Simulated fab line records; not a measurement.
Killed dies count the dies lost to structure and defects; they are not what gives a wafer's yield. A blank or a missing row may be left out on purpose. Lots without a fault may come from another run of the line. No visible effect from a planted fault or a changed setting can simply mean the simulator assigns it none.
One fault through the eyes of 3 desks	flow n5-finfet	only its own numbers are on each desk; what lay behind them is given at the end

== DESK OF THE TOOL OWNER: pecvd-03 ==
The tool's own readings at N5_BEOL_M8_ILD_DEP_00 (deposits SiCOH lowk from DEMS/porogen, target thk 179.75 nm, time 33.4 s): means of the sampled wafers that have a number, for each lot that ran on this tool. Any lot whose mean is over 4 standard deviations away from the usual mean is out of limits and marked OUT; that distance is given in the brackets.
Columns: A = heater-power-w at N5_BEOL_M8_ILD_DEP_00, usual 292 W; B = showerhead-plenum-p-Torr at N5_BEOL_M8_ILD_DEP_00, usual 5.741 Torr; C = susceptor-temp-C at N5_BEOL_M8_ILD_DEP_00, usual 300.02 C; D = throttle-valve-pct at N5_BEOL_M8_ILD_DEP_00, usual 13.7 %
lot	first seen here	A	B	C	D
L165	day 9 21:12	364	5.755	299.92	14.0
L180	day 13 23:44	382	5.761	301.34 (+7.0) OUT	14.0
L183	day 13 23:48	315	5.742	301.34 (+6.9) OUT	13.7
This desk finds L180, L183 out of limits, L180 being first, at day 13 23:44 (susceptor-temp-C at N5_BEOL_M8_ILD_DEP_00). In limits: L165.

== THE DEFECT DESK ==
Per lot, the means of the sampled wafers with a number show what the inspections along the route counted. Any lot whose mean is over 4 standard deviations away from the usual mean is out of limits and marked OUT; that distance is given in the brackets.
Columns: A = raw-defect-count at N5_BEOL_M7_INSPECT_58, usual 70
lot	first seen here	A
L165	day 9 21:10	76
L172	day 11 05:28	59
L180	day 13 23:42	63
L183	day 13 23:46	89
L182	day 13 23:59	43
L186	day 15 01:20	63
This desk's verdict: no lot among the 6 shows anything out of limits.

== AT THE METROLOGY DESK ==
Means of the sampled wafers that have a number, per lot and without regard to the tool the lot ran on: this is what the gauges read. Any lot whose mean is over 4 standard deviations away from the usual mean is out of limits and marked OUT; that distance is given in the brackets.
Columns: A = M7_THK at N5_BEOL_M7_THK_MEAS_53, usual 80.0 nm; B = M7_RS at N5_BEOL_M7_RS_MEAS_57, usual 0.286 ohm/sq
lot	first seen here	A	B
L165	day 9 21:01	79.6	0.287
L172	day 11 05:16	78.3	0.291
L180	day 13 23:32	79.1	0.287
L183	day 13 23:36	80.6	0.284
L182	day 13 23:50	80.9	0.284
L186	day 15 01:10	80.6	0.282
This desk's verdict: no lot among the 6 shows anything out of limits.

== BROUGHT TOGETHER ==
On L180, L183, at day 13 23:44, an alarm was possible from the tool owner's desk.
Nothing out of limits was seen by the defect desk.
Nothing out of limits was seen by the metrology desk.
The defect desk has L180, L183 on record, within its limits.
The metrology desk has L180, L183 on record, within its limits.
The lots listed all ran N5_BEOL_M8_ILD_DEP_00 on pecvd-03.

== WHAT HAD BEEN PUT IN BY THE SIMULATOR ==
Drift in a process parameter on pecvd-03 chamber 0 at N5_BEOL_M8_ILD_DEP_00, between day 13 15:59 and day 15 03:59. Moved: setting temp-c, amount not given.
Lots struck among those shown: L180, L183.
Each desk's first reading out of limits, in hours after the fault started: the tool owner's desk, 8.
